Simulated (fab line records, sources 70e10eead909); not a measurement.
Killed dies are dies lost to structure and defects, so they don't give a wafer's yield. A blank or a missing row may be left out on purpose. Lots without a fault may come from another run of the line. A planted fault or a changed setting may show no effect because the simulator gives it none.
Chamber matching | flow nand_harc | NHARC_A_STAIRCASE_TRIM_196 on rie_diel-07: 4 sister chambers
The step chemistry O2, time 211.2 s. 4 wafers are shown with their chamber, then 10 later ones without.

WAFERS WITH THEIR CHAMBER
wafer  | chamber | drypump_motor_current_A (A)
L087.5 | 2       | 6.0
L092.3 | 0       | 6.7
L095.1 | 3       | 5.6
L095.2 | 1       | 4.8

WAFERS WITHOUT THEIR CHAMBER
wafer  | drypump_motor_current_A (A)
L095.4 | 6.0
L093.4 | 6.0
L093.5 | 4.8
L093.6 | 6.0
L096.3 | 4.7
L096.5 | 6.6
L096.6 | 4.8
L097.1 | 4.7
L097.2 | 6.7
L097.6 | 6.7

WHICH CHAMBER EACH WENT THROUGH
wafer  | from the rows above | in truth
L095.4 | 2                   | 2
L093.4 | 2                   | 2
L093.5 | 1                   | 1
L093.6 | 2                   | 2
L096.3 | 1                   | 1
L096.5 | 0                   | 0
L096.6 | 1                   | 1
L097.1 | 1                   | 1
L097.2 | 0                   | 0
L097.6 | 0                   | 0
Placed correctly: 10 of 10. Can't be placed from these rows: 0. Placed wrongly: 0.
How it was worked out, from the rows above alone: a wafer's distance from a chamber is the root of the sum, over the readings, of the square of ((its reading less the chamber's mean) divided by the reading's scatter). The wafer belongs to the nearest chamber; if the next one is less than 2 further off, it can't be placed. A chamber's mean is the mean of its shown wafers. The scatter: with one shown wafer a chamber, the root of the mean of the squares of how far each hidden wafer lies from its nearest shown one.
